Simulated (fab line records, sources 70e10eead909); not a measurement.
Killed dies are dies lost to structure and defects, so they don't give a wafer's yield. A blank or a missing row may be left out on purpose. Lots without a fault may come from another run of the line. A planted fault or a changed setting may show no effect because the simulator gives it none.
Which tool did it? | flow nand_harc | 12 lots, 36 wafers sampled, at 5 steps of a route of 1302

WHAT THE GAUGES READ, wafer by wafer
NHARC_P_M0_THK_MEAS_24: measures by xrf.
lot  | measured     | on            | thk_nm (nm)
L075 | day 6 11:41  | film_metro-01 | 118.3 121.6 118.8
L077 | day 7 06:13  | film_metro-01 | 118.4 114.5 117.4
L079 | day 8 08:11  | film_metro-02 | 118.9 114.5 115.9
L081 | day 8 22:05  | film_metro-02 | 115.7 117.0 118.0
L083 | day 9 16:11  | film_metro-01 | 113.4 119.0 120.4
L085 | day 10 20:57 | film_metro-01 | 117.2 118.0 118.5
L087 | day 12 05:40 | film_metro-01 | 117.6 117.9 118.7
L088 | day 12 07:13 | film_metro-01 | 116.0 116.9 117.9
L091 | day 13 04:22 | film_metro-02 | 118.7 116.5 117.6
L093 | day 14 00:40 | film_metro-01 | 116.9 116.7 116.7
L095 | day 15 08:43 | film_metro-02 | 116.1 119.8 117.8
L097 | day 16 05:02 | film_metro-01 | 119.1 119.1 116.3

WHICH TOOL RAN EACH LOT (tool, then ch and the chambers of the sampled wafers, then the start)
lot  | NHARC_P_GATE_ETCH_114                         | NHARC_P_GATE_DESCUM_93             | NHARC_P_GATE_RTA_64              | NHARC_P_GATE_DEGAS_109
L075 | rie_diel-01 ch 0,2,3, day 5 23:26 or earlier  | rie_diel-01 ch 1,2, day 5 23:26    | rtp_anneal-02 ch 0, day 6 01:06  | pvd_sputter-01, day 6 01:22
L077 | rie_diel-10 ch 0,2,3, day 6 18:26 or earlier  | rie_diel-10 ch 0,1,3, day 6 18:26  | rtp_anneal-01 ch 0, day 6 20:05  | pvd_sputter-01, day 6 20:22
L079 | rie_diel-01 ch 2,3, day 7 20:47 or earlier    | rie_diel-08 ch 1,2, day 7 20:47    | rtp_anneal-01 ch 0, day 7 22:34  | pvd_sputter-02, day 7 22:53
L081 | rie_diel-01 ch 0,2,3, day 8 10:16 or earlier  | rie_diel-10 ch 0,1, day 8 10:16    | rtp_anneal-02 ch 0, day 8 12:01  | pvd_sputter-03, day 8 12:17
L083 | rie_diel-08 ch 1,2, day 9 05:08 or earlier    | rie_diel-01 ch 1,2, day 9 05:08    | rtp_anneal-02 ch 0, day 9 06:49  | pvd_sputter-02, day 9 07:08
L085 | rie_diel-10 ch 0,1,2, day 10 09:41 or earlier | rie_diel-10 ch 0,1,2, day 10 09:41 | rtp_anneal-02 ch 0, day 10 11:22 | pvd_sputter-02, day 10 11:40
L087 | rie_diel-01 ch 2,3, day 11 18:26 or earlier   | rie_diel-01 ch 2,3, day 11 18:26   | rtp_anneal-01 ch 0, day 11 20:07 | pvd_sputter-03, day 11 20:25
L088 | rie_diel-08 ch 1,2,3, day 11 19:38 or earlier | rie_diel-01 ch 0,1,2, day 11 19:38 | rtp_anneal-02 ch 0, day 11 21:21 | pvd_sputter-01, day 11 21:41
L091 | rie_diel-01 ch 0,1, day 12 17:06 or earlier   | rie_diel-01 ch 0,1,2, day 12 17:06 | rtp_anneal-02 ch 0, day 12 18:45 | pvd_sputter-02, day 12 19:02
L093 | rie_diel-08 ch 0,1,2, day 13 13:28 or earlier | rie_diel-08 ch 0,2, day 13 13:28   | rtp_anneal-01 ch 0, day 13 15:07 | pvd_sputter-03, day 13 15:25
L095 | rie_diel-08 ch 0,1,2, day 14 21:25 or earlier | rie_diel-10 ch 0,1,2, day 14 21:25 | rtp_anneal-01 ch 0, day 14 23:05 | pvd_sputter-01, day 14 23:23
L097 | rie_diel-01 ch 0,1, day 15 17:52 or earlier   | rie_diel-08 ch 0,1, day 15 17:52   | rtp_anneal-02 ch 0, day 15 19:33 | pvd_sputter-01, day 15 19:52
- NHARC_P_GATE_ETCH_114: etches the open film in CF4/O2, target depth 30 nm, overetch 3 nm, time 16.5 s.
- NHARC_P_GATE_DESCUM_93: chemistry O2, time 3 s.
- NHARC_P_GATE_RTA_64: time 1 s.
- NHARC_P_GATE_DEGAS_109: time 60 s.

THE ANSWER, worked out from the rows above alone
Rule: what is usual is taken from the lots themselves. Put in order of their means at a reading, lots are off if they are a third of the lots or fewer, leave a main group of 4 or more, and stand apart from it by a gap of 3 or more times the standard deviation of the main group's means; of several such gaps the widest counts. A main group whose means are all the same, to the digits that the tables above print for the reading, isn't used. A lot without any number at a reading at which 4 lots or more have one is off too. The other lots that the step has rows for count as sound.
No lot is off at any reading shown: from this, nothing can be told.

WHAT THE SIMULATOR HAD PUT IN
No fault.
